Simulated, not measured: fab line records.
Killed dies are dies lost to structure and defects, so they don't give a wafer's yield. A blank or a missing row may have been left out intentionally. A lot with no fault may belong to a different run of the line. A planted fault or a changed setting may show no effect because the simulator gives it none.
Lot-split experiment / flow n5 finfet / on a route of 1938 steps: 7 lots, 21 wafers read

## ABOUT THE SPLIT
At N5_BEOL_M15_COAT_04 (resist thk 800 nm), the setting spin rpm was moved away from the recipe's 1704 rpm on 5 of the 21 wafers read, by -10.3% to +10.3%. For the rest of the wafers, this setting stayed at what the recipe calls for.

## FROM THE SPLIT TO THE READING: what the file shows between them, 4 steps
- N5_BEOL_M15_EBR_06
- N5_BEOL_M15_SOFTBAKE_05: time 60 s
- N5_BEOL_M15_DESCUM_15: chemistry O2, time 7.9 s
- N5_BEOL_M15_ETCH_59: etches BARC in N2/H2, target depth 89 nm, overetch 26.7 nm, time 67.9 s

## THE READING
coat_of_BEOL_M15_COAT_04.thk nm (the simulator's own value, which no gauge read), in nm, at N5_BEOL_M15_VIA_ETCH_16 (etches SiO2 in C4F8/O2/Ar, target depth 1792.2 nm). No usual value for it is given in the file. Average 331.6 nm, standard deviation 8.3 nm, over the 16 wafers here run with the recipe.

wafer=L075.1; tool, chamber at the split=litho track-03, 0; spin rpm as run, rpm=1611; against the recipe=-5.5%; coat_of_BEOL_M15_COAT_04.thk nm, nm=341.2; against lot-mates on the recipe=+14.7
wafer=L075.2; tool, chamber at the split=litho track-03, 0; spin rpm as run, rpm=1704; against the recipe=recipe; coat_of_BEOL_M15_COAT_04.thk nm, nm=323.2; against lot-mates on the recipe=-
wafer=L075.4; tool, chamber at the split=litho track-03, 0; spin rpm as run, rpm=1704; against the recipe=recipe; coat_of_BEOL_M15_COAT_04.thk nm, nm=329.8; against lot-mates on the recipe=-
wafer=L086.2; tool, chamber at the split=litho track-01, 0; spin rpm as run, rpm=1704; against the recipe=recipe; coat_of_BEOL_M15_COAT_04.thk nm, nm=342.2; against lot-mates on the recipe=-
wafer=L086.3; tool, chamber at the split=litho track-01, 0; spin rpm as run, rpm=1704; against the recipe=recipe; coat_of_BEOL_M15_COAT_04.thk nm, nm=329; against lot-mates on the recipe=-
wafer=L086.4; tool, chamber at the split=litho track-01, 0; spin rpm as run, rpm=1704; against the recipe=recipe; coat_of_BEOL_M15_COAT_04.thk nm, nm=330.8; against lot-mates on the recipe=-
wafer=L087.2; tool, chamber at the split=litho track-03, 0; spin rpm as run, rpm=1704; against the recipe=recipe; coat_of_BEOL_M15_COAT_04.thk nm, nm=337.6; against lot-mates on the recipe=-
wafer=L087.4; tool, chamber at the split=litho track-03, 0; spin rpm as run, rpm=1528; against the recipe=-10.3%; coat_of_BEOL_M15_COAT_04.thk nm, nm=371.6; against lot-mates on the recipe=+34.0
wafer=L087.5; tool, chamber at the split=litho track-03, 0; spin rpm as run, rpm=1528; against the recipe=-10.3%; coat_of_BEOL_M15_COAT_04.thk nm, nm=376.4; against lot-mates on the recipe=+38.8
wafer=L092.2; tool, chamber at the split=litho track-01, 0; spin rpm as run, rpm=1879; against the recipe=+10.3%; coat_of_BEOL_M15_COAT_04.thk nm, nm=298.6; against lot-mates on the recipe=-34.4
wafer=L092.3; tool, chamber at the split=litho track-01, 0; spin rpm as run, rpm=1704; against the recipe=recipe; coat_of_BEOL_M15_COAT_04.thk nm, nm=320.6; against lot-mates on the recipe=-
wafer=L092.5; tool, chamber at the split=litho track-01, 0; spin rpm as run, rpm=1704; against the recipe=recipe; coat_of_BEOL_M15_COAT_04.thk nm, nm=345.4; against lot-mates on the recipe=-
wafer=L090.1; tool, chamber at the split=litho track-03, 0; spin rpm as run, rpm=1704; against the recipe=recipe; coat_of_BEOL_M15_COAT_04.thk nm, nm=348.4; against lot-mates on the recipe=-
wafer=L090.3; tool, chamber at the split=litho track-03, 0; spin rpm as run, rpm=1544; against the recipe=-9.4%; coat_of_BEOL_M15_COAT_04.thk nm, nm=372.6; against lot-mates on the recipe=+33.8
wafer=L090.4; tool, chamber at the split=litho track-03, 0; spin rpm as run, rpm=1704; against the recipe=recipe; coat_of_BEOL_M15_COAT_04.thk nm, nm=329.2; against lot-mates on the recipe=-
wafer=L091.1; tool, chamber at the split=litho track-03, 0; spin rpm as run, rpm=1704; against the recipe=recipe; coat_of_BEOL_M15_COAT_04.thk nm, nm=333; against lot-mates on the recipe=-
wafer=L091.3; tool, chamber at the split=litho track-03, 0; spin rpm as run, rpm=1704; against the recipe=recipe; coat_of_BEOL_M15_COAT_04.thk nm, nm=332.4; against lot-mates on the recipe=-
wafer=L091.5; tool, chamber at the split=litho track-03, 0; spin rpm as run, rpm=1704; against the recipe=recipe; coat_of_BEOL_M15_COAT_04.thk nm, nm=325; against lot-mates on the recipe=-
wafer=L093.1; tool, chamber at the split=litho track-03, 0; spin rpm as run, rpm=1704; against the recipe=recipe; coat_of_BEOL_M15_COAT_04.thk nm, nm=331; against lot-mates on the recipe=-
wafer=L093.4; tool, chamber at the split=litho track-03, 0; spin rpm as run, rpm=1704; against the recipe=recipe; coat_of_BEOL_M15_COAT_04.thk nm, nm=317; against lot-mates on the recipe=-
wafer=L093.5; tool, chamber at the split=litho track-03, 0; spin rpm as run, rpm=1704; against the recipe=recipe; coat_of_BEOL_M15_COAT_04.thk nm, nm=330.8; against lot-mates on the recipe=-

THE FIT
A straight line over all 21 wafers: coat_of_BEOL_M15_COAT_04.thk nm changes by -3.76 nm for each +1% of spin rpm; r = -0.90; the points scatter about the line by 8.3 nm.
The same after taking each lot's own level away (the mean of its wafers on the recipe; 21 wafers): -3.44 nm for each +1%; r = -0.92; scatter 6.6 nm.
Per that fit: largest spin rpm move, reading shift of 36 nm.
Across the lots, their own levels run from 326.27 to 338.80 nm, a range of 1.5 times the standard deviation given above.
The two slopes are in agreement: the lot-to-lot level therefore moves the slope only a little.
Check: with one of the wafers moved furthest among these (-10.3%) left out of the fit, the line predicts +36.1 nm for it against its lot-mates. Against them it came out at +34 nm.

## THESE WAFERS: OTHER SPLITS
These wafers also went through other splits before the reading. Each is held against what the fit with the lots' levels taken away leaves over:
other split on the same wafers=N5_BEOL_M14_EXPOSE_07 dose mj; wafers away from the commonest value=1; r with coat_of_BEOL_M15_COAT_04.thk nm (lot level and that fit taken away)=+0.12

## THE WHOLE CHAIN: every reading that the file lists as answering this split, in the file's order
step=N5_BEOL_M15_COAT_04; what it does=resist thk 800 nm; reading=coat_of_BEOL_M15_COAT_04.thk nm (the simulator's own value, which no gauge read); change (the file's fit)=-4.13 nm for each +1% of the setting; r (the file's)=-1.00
step=N5_BEOL_M15_ETCH_59; what it does=etches BARC in N2/H2, target depth 89 nm, overetch 26.7 nm, time 67.9 s; reading=coat_of_BEOL_M15_COAT_04.thk nm (the simulator's own value, which no gauge read); change (the file's fit)=-4.32 nm for each +1% of the setting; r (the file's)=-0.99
step=N5_BEOL_M15_VIA_ETCH_16; what it does=etches SiO2 in C4F8/O2/Ar, target depth 1792.2 nm; reading=coat_of_BEOL_M15_COAT_04.thk nm (the simulator's own value, which no gauge read); change (the file's fit)=-3.41 nm for each +1% of the setting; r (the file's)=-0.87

## FILE'S OWN FIT
coat_of_BEOL_M15_COAT_04.thk nm changes by -3.41 nm for each +1% of spin rpm, r = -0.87.
